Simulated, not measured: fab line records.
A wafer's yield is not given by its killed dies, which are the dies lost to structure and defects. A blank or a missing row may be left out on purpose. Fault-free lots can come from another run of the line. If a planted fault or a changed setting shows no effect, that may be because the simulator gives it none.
Split-lot experiment + flow n5Finfet + 7 lots, 39 wafers read, on a route of 1938 steps

## THE SPLIT
At N5_BEOL_M7_ILD_DEP_00 (deposits SiCOH lowk from DEMS/porogen, target thk 179.75 nm, time 33.4 s), the setting targetThkA was moved away from the recipe's 1797.5 angstrom on 18 of the 39 wafers read, by -59.9% to +42.6%. For the rest of the wafers, this setting stayed at what the recipe calls for.

## FROM THE SPLIT TO THE READING: what the file shows between them, 1 step
- N5_BEOL_M7_CURE_74: cures SiCOH lowk, time 240 s

## THE READING
Values of M7_ILD_THK in nm from N5_BEOL_M7_THK_MEAS_01. On this fab line, fault-free wafers typically give 155.0 nm with a standard deviation of 1.9 nm.

| wafer  | tool, chamber at the split | targetThkA as run, angstrom | against the recipe | M7_ILD_THK, nm | against lot-mates on the recipe |
|--------|----------------------------|-----------------------------|--------------------|----------------|---------------------------------|
| L075.1 | pecvd-01, 2                | 1797.5                      | recipe             | 150.7          | -                               |
| L075.2 | pecvd-01, 1                | 840.1                       | -53.3%             | 72.8           | -80.7                           |
| L075.3 | pecvd-01, 0                | 840.1                       | -53.3%             | 70.7           | -82.8                           |
| L075.4 | pecvd-01, 1                | 840.1                       | -53.3%             | 73.4           | -80.1                           |
| L075.5 | pecvd-01, 0                | 1797.5                      | recipe             | 154.3          | -                               |
| L075.6 | pecvd-01, 2                | 1797.5                      | recipe             | 155.6          | -                               |
| L081.1 | pecvd-04, 1                | 1797.5                      | recipe             | 151.4          | -                               |
| L081.2 | pecvd-04, 2                | 1342                        | -25.3%             | 114.3          | -39.8                           |
| L081.3 | pecvd-04, 0                | 1342                        | -25.3%             | 114.1          | -40.0                           |
| L081.4 | pecvd-04, 1                | 1797.5                      | recipe             | 154.6          | -                               |
| L081.5 | pecvd-04, 0                | 1797.5                      | recipe             | 156.4          | -                               |
| L081.6 | pecvd-04, 2                | 1342                        | -25.3%             | 113.8          | -40.3                           |
| L083.1 | pecvd-04, 0                | 1293                        | -28.1%             | 111.2          | -44.4                           |
| L083.2 | pecvd-04, 1                | 1293                        | -28.1%             | 109.2          | -46.4                           |
| L083.3 | pecvd-04, 2                | 1293                        | -28.1%             | 107.9          | -47.7                           |
| L083.4 | pecvd-04, 1                | 1797.5                      | recipe             | 153.8          | -                               |
| L083.5 | pecvd-04, 0                | 1797.5                      | recipe             | 158.2          | -                               |
| L083.6 | pecvd-04, 2                | 1797.5                      | recipe             | 154.9          | -                               |
| L085.2 | pecvd-02, 2                | 1797.5                      | recipe             | 156.0          | -                               |
| L085.3 | pecvd-02, 0                | 1797.5                      | recipe             | 152.4          | -                               |
| L085.5 | pecvd-02, 1                | 1797.5                      | recipe             | 155.3          | -                               |
| L086.1 | pecvd-02, 2                | 1797.5                      | recipe             | 155.8          | -                               |
| L086.2 | pecvd-02, 1                | 928.7                       | -48.3%             | 80.4           | -75.0                           |
| L086.3 | pecvd-02, 0                | 1797.5                      | recipe             | 154.9          | -                               |
| L086.4 | pecvd-02, 2                | 928.7                       | -48.3%             | 83.8           | -71.6                           |
| L086.5 | pecvd-02, 1                | 928.7                       | -48.3%             | 82.6           | -72.8                           |
| L086.6 | pecvd-02, 0                | 1797.5                      | recipe             | 155.5          | -                               |
| L095.1 | pecvd-04, 2                | 1797.5                      | recipe             | 149.9          | -                               |
| L095.2 | pecvd-04, 0                | 2563                        | +42.6%             | 219.8          | +66.8                           |
| L095.3 | pecvd-04, 2                | 1797.5                      | recipe             | 154.8          | -                               |
| L095.4 | pecvd-04, 0                | 2563                        | +42.6%             | 221.7          | +68.7                           |
| L095.5 | pecvd-04, 2                | 2563                        | +42.6%             | 222.3          | +69.3                           |
| L095.6 | pecvd-04, 0                | 1797.5                      | recipe             | 154.4          | -                               |
| L096.1 | pecvd-04, 2                | 1797.5                      | recipe             | 155.0          | -                               |
| L096.2 | pecvd-04, 0                | 720.6                       | -59.9%             | 60.6           | -94.5                           |
| L096.3 | pecvd-04, 0                | 1797.5                      | recipe             | 156.1          | -                               |
| L096.4 | pecvd-04, 2                | 720.6                       | -59.9%             | 63.2           | -91.9                           |
| L096.5 | pecvd-04, 0                | 720.6                       | -59.9%             | 62.1           | -93.0                           |
| L096.6 | pecvd-04, 2                | 1797.5                      | recipe             | 154.3          | -                               |

THE FIT
A straight line over all 39 wafers: M7_ILD_THK changes by +1.55 nm for each +1% of targetThkA; r = +1.00; the points scatter about the line by 1.9 nm.
The same after taking each lot's own level away (the mean of its wafers on the recipe; 39 wafers): +1.56 nm for each +1%; r = +1.00; scatter 1.9 nm.
The reading moves by 93 nm for the largest change in targetThkA, on that fit.
Measured against the standard deviation above, the lots' own levels, which go from 153.03 to 155.63 nm, span 1.4 times it.
Consequently the slope shifts little with the lot-to-lot level, the two slopes agreeing.
Check: -92.9 nm against its lot-mates is what the line predicts for one of the wafers moved furthest among these (-59.9%) when that wafer is left out of the fit. Against them it came out at -94.5 nm.

## THE OTHER SPLITS THESE WAFERS WENT THROUGH
Note: prior to the reading, these wafers also went through further splits. Each is held against what the fit with the lots' levels taken away leaves over:
| other split on the same wafers         | wafers away from the commonest value | r with M7_ILD_THK (lot level and that fit taken away) |
|----------------------------------------|--------------------------------------|-------------------------------------------------------|
| N5_BEOL_M1_TRENCH_ETCH_37 targetDepthA | 15                                   | -0.04                                                 |

## THE WHOLE CHAIN: every reading that the file lists as answering this split, in the file's order
| step                   | what it does                                                             | reading                                                                                 | change (the file's fit)              | r (the file's) |
|------------------------|--------------------------------------------------------------------------|-----------------------------------------------------------------------------------------|--------------------------------------|----------------|
| N5_BEOL_M7_ILD_DEP_00  | deposits SiCOH lowk from DEMS/porogen, target thk 179.75 nm, time 33.4 s | SiCOH_lowk_of_BEOL_M7_ILD_DEP_00.thkNm (the simulator's own value, which no gauge read) | +1.79 nm for each +1% of the setting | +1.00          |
| N5_BEOL_M7_CURE_74     | cures SiCOH lowk, time 240 s                                             | SiCOH_lowk_of_BEOL_M7_ILD_DEP_00.thkNm (the simulator's own value, which no gauge read) | +1.55 nm for each +1% of the setting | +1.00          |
| N5_BEOL_M7_THK_MEAS_01 |                                                                          | M7_ILD_THK                                                                              | +1.55 for each +1% of the setting    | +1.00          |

## THE FILE'S OWN FIT
M7_ILD_THK changes by +1.55 nm for each +1% of targetThkA, r = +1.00.
